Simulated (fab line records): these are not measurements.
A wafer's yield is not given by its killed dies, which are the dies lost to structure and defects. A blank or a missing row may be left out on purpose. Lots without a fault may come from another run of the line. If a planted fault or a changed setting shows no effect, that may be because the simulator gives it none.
The tool behind it: which one? -- flow n5Finfet -- 9 lots with 25 wafers sampled at 5 steps, on a route of 1938 steps

WHAT THE GAUGES SHOWED, per wafer
N5_BEOL_M4_RC_MEAS_101.
lot,measured,on,DIBL_N (mV/V),DIBL_P (mV/V),IOFF_N (nA/um),IOFF_N_85C (nA/um),IOFF_N_LIN (nA/um),IOFF_N_LONG (nA/um),IOFF_P (nA/um),ION_N (uA/um),ION_P (uA/um),SS_N (mV/dec),SS_P (mV/dec),VT_N (mV),VT_N_LONG (mV),VT_P (mV)
L175,day 9 11:10,prober-01,39.2 37.5 33.2,40.5 39.0 32.6,0.22 0.17 0.10,4.0 3.3 2.1,0.099 0.079 0.051,5.48e-05 5.43e-05 5.44e-05,0.34 0.29 0.18,686 677 646,483 471 455,71.1 71.0 69.9,74.5 73.9 72.5,243 247 255,275.4 275.1 276.0,-239 -244 -252
L176,day 9 10:38,prober-02,37.8 42.0 34.8,36.2 40.1 33.9,0.15 0.27 0.13,3.0 4.9 2.6,0.069 0.105 0.062,5.32e-05 5.48e-05 5.48e-05,0.21 0.27 0.18,666 682 680,459 458 468,71.6 73.9 71.1,72.7 74.7 72.6,250 245 252,272.7 273.8 273.6,-249 -249 -251
L181,day 10 10:27,prober-02,35.9 37.2 36.9,36.8 37.1 37.2,0.17 0.17 0.16,3.3 3.4 3.2,0.080 0.075 0.073,5.66e-05 5.59e-05 5.61e-05,0.24 0.22 0.23,691 664 670,476 455 462,71.0 72.0 72.5,73.7 74.0 74.4,249 251 252,275.1 273.7 274.5,-249 -249 -249
L182,day 10 21:10,prober-01,35.9 37.0 38.1,35.8 38.1 38.4,0.14 0.17 0.18,2.7 3.2 3.4,0.065 0.076 0.082,5.65e-05 5.55e-05 5.68e-05,0.16 0.21 0.22,675 661 685,454 455 465,71.9 71.1 72.2,73.2 74.0 74.1,254 250 250,273.0 273.1 271.1,-256 -252 -254
L189,day 12 15:44,prober-02,34.9 36.8,35.8 38.6,2.67 3.46,32.2 40.2,1.281 1.504,0.0009417 0.0009161,0.18 0.24,698 699,456 463,72.0 71.8,73.1 73.5,167 163,189.1 190.8,-253 -248
L192,day 13 05:17,prober-02,36.8 35.7,38.9 37.4,3.97 3.81,45.7 44.7,1.731 1.719,0.0010065 0.0010244,0.25 0.23,697 707,464 465,71.4 72.3,73.9 73.9,162 161,187.5 186.7,-248 -247
L195,day 14 07:06,prober-01,37.4 37.4 38.9,38.4 38.9 38.7,0.16 0.17 0.18,3.1 3.2 3.3,0.075 0.076 0.075,5.4e-05 5.29e-05 5.36e-05,0.22 0.25 0.24,678 667 654,468 455 452,71.0 71.4 72.4,74.4 73.9 74.9,251 253 254,277.3 279.8 277.7,-249 -247 -249
L196,day 14 14:19,prober-02,38.1 35.2 35.7,37.1 34.2 34.4,0.19 0.14 0.14,3.5 2.7 2.9,0.082 0.067 0.069,5.65e-05 5.65e-05 5.75e-05,0.25 0.19 0.21,669 680 678,458 466 474,71.4 71.2 71.6,73.8 72.6 73.6,249 251 249,274.9 274.2 271.8,-248 -250 -248
L197,day 14 07:49,prober-02,38.0 39.0 37.8,37.2 39.1 36.6,0.19 0.23 0.18,3.6 4.2 3.4,0.087 0.099 0.082,6e-05 5.93e-05 6.05e-05,0.26 0.31 0.25,699 682 674,472 467 463,71.8 71.8 72.4,73.5 74.1 73.6,249 245 248,269.9 270.6 270.9,-244 -244 -245

TOOL THAT RAN EACH LOT (tool first, then ch and the chambers of the sampled wafers, then the start)
lot,N5_DUMMY_REMOVAL_STRIP_10,N5_HKMG_FIN_HK_ALD_01,N5_HKMG_FIN_ETCH_58,N5_HKMG_FIN_STRIP_60
L175,"rieDiel-06 ch 1,3, day 4 01:40","aldHk-03 ch 1,2, day 4 02:12","rieDiel-05 ch 1,2, day 4 03:32","plasmaAsher-01 ch 0,1, day 4 04:07"
L176,"rieDiel-03 ch 1,3, day 4 05:44","aldHk-02 ch 0,1,2, day 4 06:16","rieDiel-05 ch 0,1,3, day 4 07:36","plasmaAsher-02 ch 1, day 4 08:10"
L181,"rieDiel-03 ch 1,3, day 5 11:47","aldHk-03 ch 0,2, day 5 12:22","rieDiel-04 ch 0,2,3, day 5 13:51","plasmaAsher-02 ch 1, day 5 14:25"
L182,"rieDiel-03 ch 1,2, day 5 16:22","aldHk-02 ch 2,3, day 5 16:53","rieDiel-05 ch 0,1,3, day 5 19:11","plasmaAsher-01 ch 0,1, day 5 19:52"
L189,"rieDiel-01 ch 0,2, day 7 14:49","aldHk-03 ch 0,2, day 7 15:24","rieDiel-05 ch 0,1, day 7 16:45","plasmaAsher-02 ch 1, day 7 17:20"
L192,"rieDiel-03 ch 2, day 8 08:24","aldHk-03 ch 1,3, day 8 08:56","rieDiel-05 ch 1,2, day 8 10:25","plasmaAsher-02 ch 0, day 8 11:10"
L195,"rieDiel-01 ch 0,2,3, day 8 23:35","aldHk-03 ch 0,2,3, day 9 00:06","rieDiel-04 ch 0,2,3, day 9 01:32","plasmaAsher-02 ch 0,1, day 9 02:07"
L196,"rieDiel-01 ch 0,2,3, day 9 09:11","aldHk-01 ch 0,2,3, day 9 09:43","rieDiel-04 ch 0,2,3, day 9 11:03","plasmaAsher-02 ch 0,1, day 9 11:38"
L197,"rieDiel-01 ch 0,1,2, day 9 11:00","aldHk-03 ch 0,2, day 9 11:31","rieDiel-02 ch 0,3, day 9 12:51","plasmaAsher-02 ch 0,1, day 9 13:25"
- N5_DUMMY_REMOVAL_STRIP_10: strips in N2/H2, time 40 s.
- N5_HKMG_FIN_HK_ALD_01: deposits HfO2, target thk 1.6 nm, pulse time 3 s, purge time 3 s.
- N5_HKMG_FIN_ETCH_58: etches SOC in N2/H2, target depth 215.8 nm, time 741 s.
- N5_HKMG_FIN_STRIP_60: strips in N2/H2, time 360 s.

AS READ BY THE TOOLS THEMSELVES (means over the sampled wafers that have a number; for cases with no such wafer, the mark the record gives instead)
N5_DUMMY_REMOVAL_STRIP_10.
lot,tool,drypumpMotorCurrentA (A),oesProductAu (a.u.),rfVppV (V),showerheadPlenumPTorr (Torr),throttleValvePct (%)
L175,rieDiel-06,5.5,0.72,45.6,3.44,12.54
L176,rieDiel-03,4.8,0.82,44.4,3.28,12.26
L181,rieDiel-03,4.9,0.84,45.1,3.28,12.27
L182,rieDiel-03,5.0,0.85,45.1,3.34,12.20
L189,rieDiel-01,6.0,0.76,44.6,3.45,12.27
L192,rieDiel-03,5.1,0.80,45.8,3.42,12.16
L195,rieDiel-01,6.1,0.78,45.6,3.39,12.11
L196,rieDiel-01,6.1,0.78,44.9,3.39,12.12
L197,rieDiel-01,5.9,0.73,45.0,3.38,12.34

N5_HKMG_FIN_HK_ALD_01.
lot,tool,precursorPulseHeightRel
L175,aldHk-03,0.991
L176,aldHk-02,0.989
L181,aldHk-03,1.007
L182,aldHk-02,1.002
L189,aldHk-03,1.006
L192,aldHk-03,1.003
L195,aldHk-03,0.989
L196,aldHk-01,1.008
L197,aldHk-03,0.993

N5_HKMG_FIN_ETCH_58.
lot,tool,drypumpMotorCurrentA (A),oesProductAu (a.u.),rfVppV (V),runLengthS (s),showerheadPlenumPTorr (Torr),throttleValvePct (%)
L175,rieDiel-05,5.9,0.74,99.7,764.2,2.57,17.82
L176,rieDiel-05,6.1,0.72,98.8,764.4,2.50,17.96
L181,rieDiel-04,5.8,0.76,99.6,764.7,2.52,17.75
L182,rieDiel-05,6.1,0.71,99.3,764.6,2.50,17.97
L189,rieDiel-05,6.0,0.68,98.0,612.0,2.46,18.11
L192,rieDiel-05,6.0,0.70,99.1,611.8,2.52,17.89
L195,rieDiel-04,5.8,0.73,98.7,764.5,2.50,17.81
L196,rieDiel-04,5.8,0.73,99.2,764.3,2.50,17.81
L197,rieDiel-02,5.5,0.69,99.4,764.2,2.43,17.82

N5_HKMG_FIN_STRIP_60.
lot,tool,drypumpMotorCurrentA (A),heaterPowerW (W)
L175,plasmaAsher-01,5.73,442
L176,plasmaAsher-02,5.69,531
L181,plasmaAsher-02,5.68,534
L182,plasmaAsher-01,5.79,446
L189,plasmaAsher-02,5.69,536
L192,plasmaAsher-02,6.23,447
L195,plasmaAsher-02,5.87,508
L196,plasmaAsher-02,5.86,504
L197,plasmaAsher-02,5.87,497

THE ANSWER, worked out from the rows above alone
Rule: what is usual is taken from the lots themselves. Put in order of their means at a reading, lots are off if they are a third of the lots or fewer, leave a main group of 4 or more, and stand apart from it by a gap of 3 or more times the standard deviation of the main group's means; of several such gaps the widest counts. A main group is skipped when, at the precision printed for the reading in the tables above, its means are all equal. Also off: a lot with no number at a reading for which 4 or more lots have one. The other lots that the step has rows for count as sound. After the gauges, taken in route order, come the tools' own readings; for these a lot's mean is taken, as printed above. The first step at which some lot is off is used, and at that step the reading that is off furthest; a lot without a number counts as furthest.
Off: L189, L192, seen at N5_BEOL_M4_RC_MEAS_101 (IOFF_N_LONG). The main group: mean 5.59e-05 nA/um, standard deviation 2e-06.
If a tool, at a process step before that reading, ran all the lots that are off and no sound lot after the first of them, it fits. Not tried: the gauges at N5_BEOL_M4_RC_MEAS_101; whatever is off there is also off at N5_HKMG_FIN_ETCH_58, on other tools, and gauge error can't account for it. One candidate fits, namely rieDiel-05 at N5_HKMG_FIN_ETCH_58. Its last sound lot is L182 (day 5 19:11), its first lot that is off L189 (day 7 16:45): a fault that began between those two fits.
On the lots that are off, the tool's own readings at N5_HKMG_FIN_ETCH_58 differ by more than 5 times the standard deviation of the sound lots' means, which bears it out; runLengthS reads 611.9 s there versus 764.4 s on the sound lots.

WHAT WAS PUT IN BY THE SIMULATOR
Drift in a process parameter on rieDiel-05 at N5_HKMG_FIN_ETCH_58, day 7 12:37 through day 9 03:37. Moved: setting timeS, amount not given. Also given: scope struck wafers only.
Lots struck among those shown: L189, L192. The rule given above showed the same thing.
